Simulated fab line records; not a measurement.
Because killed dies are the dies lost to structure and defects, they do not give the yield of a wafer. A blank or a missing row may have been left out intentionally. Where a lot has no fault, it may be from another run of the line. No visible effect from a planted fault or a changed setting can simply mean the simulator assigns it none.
Chamber matching	flow n5 finfet	N5_DUMMY_GATE_ETCH_32 on rie si-02: 4 sister chambers
The step etches SiO2 in CF4, target depth 3.5 nm, time 3.9 s. 14 wafers are shown with their chamber, then 7 later ones without.

## EACH WAFER AND ITS CHAMBER
wafer	chamber	throttle valve pct (%)	he backside leak sccm (sccm)	oes product au (a.u.)
L074.1	0	21.80	2.5	0.978
L074.2	1	21.54	3.4	0.972
L074.3	3	21.54	3.2	1.011
L084.1	1	21.53	3.6	0.976
L084.4	2	21.90	2.5	0.994
L084.5	1	21.53	3.4	0.976
L086.1	1	21.53	3.5	0.962
L086.4	2	21.89	2.4	0.994
L086.5	0	21.81	2.7	0.969
L088.1	2	21.90	2.6	0.988
L088.2	0	21.80	2.6	0.972
L088.6	0	21.81	2.7	0.977
L091.1	2	21.87	2.3	1.000
L091.4	0	21.80	2.6	0.978

SIGNATURES (means of the wafers above)
reading	chamber 0	chamber 1	chamber 2	chamber 3	scatter within a chamber
throttle valve pct	21.8040	21.5325	21.8900	21.5400	0.00892
he backside leak sccm	2.620	3.475	2.450	3.200	0.103
oes product au	0.97480	0.97150	0.99400	1.01100	0.00519
Rule: for each reading, subtract the chamber's mean from the wafer's reading, divide by that reading's scatter and square the result; add these up over the readings and take the root, which gives the wafer's distance from the chamber. The wafer belongs to the nearest chamber; if the next one is less than 2 further off, it can't be placed. The scatter is the square root of a quotient: the sum, over the shown wafers, of each reading's squared deviation from its chamber's mean, divided by wafers minus chambers.

## WAFERS WHOSE CHAMBER IS MISSING
wafer	throttle valve pct (%)	he backside leak sccm (sccm)	oes product au (a.u.)
L091.6	21.52	3.6	0.972
L096.1	21.81	2.7	0.966
L096.2	21.52	3.8	0.962
L096.5	21.50	3.5	0.962
L097.1	21.53	3.8	0.981
L097.4	21.56	3.1	1.007
L097.6	21.89	2.6	1.000

## CHAMBER TAKEN BY EACH
wafer	from the rows above	in truth
L091.6	1	1
L096.1	0	0
L096.2	1	1
L096.5	1	1
L097.1	1	1
L097.4	3	3
L097.6	2	2
Correct placement for 7 of the 7. From these rows, 0 cannot be placed. Number placed wrongly: 0.
